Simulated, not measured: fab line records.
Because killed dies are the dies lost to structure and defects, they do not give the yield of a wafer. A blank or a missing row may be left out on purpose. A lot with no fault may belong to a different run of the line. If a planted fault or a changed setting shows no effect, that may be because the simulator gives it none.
A lot that was struck, set against a sound lot + flow n5 finfet + 14 steps out of a route of 1938
Sound: these wafers, L346.1, L346.4, L346.6. The struck wafers were L336.4, L336.5, L336.6. The cause is named last.
Order at every step that has rows: each side's tool, ch and its chambers, its first start. Under that, the readings that differ: sound wafers + struck wafers + difference of the means + sigmas: that difference in standard deviations of wafers without a fault.
alike: readings whose means differ by less than 2 such deviations, and words and numbers that are the same on both sides. not compared: withheld readings, readings that some wafer has no value for, bounds like >300 that may hide the same value, and numbers for which the record gives no deviation and whose values overlap.
A row with sigmas, a row that says differs or no value, or rows on one side alone: a step with any of these is where the two part. Non-overlapping numbers with no deviation appear without sigmas and do not part them. A reading that every wafer of one side lacks parts them only if that side has two wafers or more.

N5_MOL_CONTACT_COAG_CMP_28: polishes, stops on SiNx, t overpolish 0.85 s, target thk 14.522 nm.
  sound on cmp-02 ch 0,1,3, day 9 00:47; struck on cmp-01 ch 0,3, day 6 08:05
  alike: motor current A, retaining ring pressure frac, slurry filter dp kPa, slurry flow ml min, time to endpoint s
N5_MOL_CONTACT_COAG_THK_MEAS_29:
  sound: film metro-01 at day 9 01:03; struck: film metro-01 at day 6 08:21
  alike: MD_CAP_THK
N5_MOL_CONTACT_COAG_ALD_123: deposits SiNx, target thk 5 nm, pulse time 1 s, purge time 2 s.
  sound on ald sin-04 ch 1,2,3, day 9 01:28; struck on ald sin-01 ch 2,3, day 6 08:23
  alike: heater power w, precursor pulse height rel
then, 9 steps without rows for these wafers: N5_MOL_CONTACT_COAG_PECVD_31 (deposits SiO2 from TEOS/O2, target thk 46 nm, time 8.9 s); N5_MOL_CONTACT_COAG_COAT_75 (time 60 s, resist thk 60 nm); N5_MOL_CONTACT_COAG_COAT_76 (time 60 s, resist thk 10 nm); N5_MOL_CONTACT_COAG_COAT_77 (time 60 s, resist thk 10 nm); N5_MOL_CONTACT_COAG_COAT_78 (resist thk 40 nm); N5_MOL_CONTACT_COAG_EBR_80; N5_MOL_CONTACT_COAG_SOFTBAKE_79 (time 60 s); N5_MOL_CONTACT_COAG_EXPOSE_81 (exposes mask VG, defocus 0 nm); N5_MOL_CONTACT_COAG_PEB_82 (peb time 60 s).
N5_MOL_CONTACT_COAG_DEVELOP_83: develop time 30 s.
  sound on litho track-05 ch 0, day 9 02:16; struck on litho track-02, day 6 09:17
  no value came back on the struck wafers for chill plate temp C (C), develop time s (s); on the sound wafers chill plate temp C (C) reads 23.05 23.17 22.99
| reading                                               | sound          | struck   | difference | sigmas |
|-------------------------------------------------------|----------------|----------|------------|--------|
| model.CAR-EUV_of_MOL_CONTACT_COAG_COAT_78.thk nm (nm) | 39.6 39.6 39.4 | 40 40 40 | +0         |        |
N5_MOL_CONTACT_COAG_CD_MEAS_84: the cd target is 25.1 nm.
  sound on cd sem-03 ch 0, day 9 02:19; struck on cd sem-03 ch 0, day 6 09:21
| reading    | sound             | struck | difference                    | sigmas |
|------------|-------------------|--------|-------------------------------|--------|
| cd nm (nm) | 25.13 25.02 25.34 | - - -  | no value on the struck wafers |        |

== WHERE THEY PART ==
Last at N5_MOL_CONTACT_COAG_CD_MEAS_84 as far as this record goes, first at N5_MOL_CONTACT_COAG_DEVELOP_83.

WHY: what had been put in by the simulator
At N5_MOL_CONTACT_COAG_DEVELOP_83, the step was skipped entirely on litho track-02 from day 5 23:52 on. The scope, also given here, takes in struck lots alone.
